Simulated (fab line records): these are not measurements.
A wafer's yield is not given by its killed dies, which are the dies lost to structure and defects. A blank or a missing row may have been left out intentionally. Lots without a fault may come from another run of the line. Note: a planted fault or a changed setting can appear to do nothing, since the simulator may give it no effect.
Split-lot study ; flow n5-finfet ; route with 1938 steps; 7 lots, 21 wafers read

ABOUT THE SPLIT
At N5_BEOL_M1_ILD_DEP_00 (deposits SiOC from DEMS/O2, target thk 79 nm, time 15.3 s), the setting time-s was moved away from the recipe's 15.3 s on 5 of the 21 wafers read, by +6.8% to +7.5%. All remaining wafers had this setting at the recipe value.

No step appears in the file between the split and the reading.

THE READING
M1_ILD_THK, in nm, at N5_BEOL_M1_THK_MEAS_01. Fault-free wafers of this fab line usually give 78.8 nm, standard deviation 1 nm.

wafer;tool, chamber at the split;time-s as run, s;against the recipe;M1_ILD_THK, nm;against lot-mates on the recipe
L077.2;pecvd-02, 2;15.3;recipe;79.1;-
L077.3;pecvd-02, 0;15.3;recipe;78.0;-
L077.5;pecvd-02, 1;15.3;recipe;78.7;-
L079.2;pecvd-02, 1;15.3;recipe;77.6;-
L079.4;pecvd-02, 0;16.43;+7.4%;84.1;+5.5
L079.6;pecvd-02, 0;15.3;recipe;79.5;-
L081.4;pecvd-03, 0;15.3;recipe;79.7;-
L081.5;pecvd-03, 1;15.3;recipe;79.4;-
L081.6;pecvd-03, 2;16.34;+6.8%;83.0;+3.4
L083.2;pecvd-04, 1;15.3;recipe;78.0;-
L083.3;pecvd-04, 0;15.3;recipe;78.7;-
L083.5;pecvd-04, 0;15.3;recipe;79.5;-
L084.1;pecvd-02, 2;15.3;recipe;79.3;-
L084.4;pecvd-02, 2;16.35;+6.9%;85.4;+6.1
L084.6;pecvd-02, 0;16.35;+6.9%;83.5;+4.2
L090.3;pecvd-04, 0,1;15.3;recipe;79.8;-
L090.4;pecvd-04, 0,1;15.3;recipe;79.8;-
L090.5;pecvd-04, 0;16.44;+7.5%;85.4;+5.6
L092.1;pecvd-02, 0;15.3;recipe;77.7;-
L092.2;pecvd-02, 2;15.3;recipe;78.5;-
L092.4;pecvd-02, 0;15.3;recipe;79.6;-
The file does not say which wafer passed through which chamber wherever a row lists several chambers: such a row stands for several wafers.

THE FIT
A straight line over all 21 wafers: M1_ILD_THK changes by +0.758 nm for each +1% of time-s; r = +0.95; the points scatter about the line by 0.83 nm.
The same after taking each lot's own level away (the mean of its wafers on the recipe; 21 wafers): +0.707 nm for each +1%; r = +0.95; scatter 0.71 nm.
On that fit, the largest move of time-s shifts the reading by 5.3 nm.
The lots' own levels span 78.55 to 79.80 nm, that is 1.2 times the standard deviation above.
The two slopes agree, so the slope changes little with the lot-to-lot level.
Check: for one of the wafers moved furthest among these (+7.5%), held out of the fit, the line's prediction against its lot-mates is +5.16 nm. It came out at +5.6 nm against them.

ADDITIONAL SPLITS CARRIED BY THESE WAFERS
Note: prior to the reading, these wafers also went through further splits. Each is held against what the fit with the lots' levels taken away leaves over:
other split on the same wafers;wafers away from the commonest value;r with M1_ILD_THK (lot level and that fit taken away)
N5_HKMG_FIN_DEVELOP_48 develop-time-s;7;-0.18
N5_GATE_CUT_COAT_07 spin-rpm;6;-0.52
N5_MOL_CONTACT_COAG_COAT_58 spin-rpm;5;+0.02
N5_MOL_CONTACT_COAG_CVD_140 target-thk-a;7;+0.20
N5_BEOL_M0_SAQP_ETCH_106 target-depth-a;8;+0.13
N5_BEOL_M0_DEP_125 time-s;6;-0.06

THE WHOLE CHAIN: every reading that the file lists as answering this split, in the file's order
step;what it does;reading;change (the file's fit);r (the file's)
N5_BEOL_M1_ILD_DEP_00;deposits SiOC from DEMS/O2, target thk 79 nm, time 15.3 s;SiOC_of_BEOL_M1_ILD_DEP_00.thk-nm (the simulator's own value, which no gauge read);+0.704 nm for each +1% of the setting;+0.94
N5_BEOL_M1_THK_MEAS_01;;M1_ILD_THK;+0.695 for each +1% of the setting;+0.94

FILE'S OWN FIT
M1_ILD_THK changes by +0.695 nm for each +1% of time-s, r = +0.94.
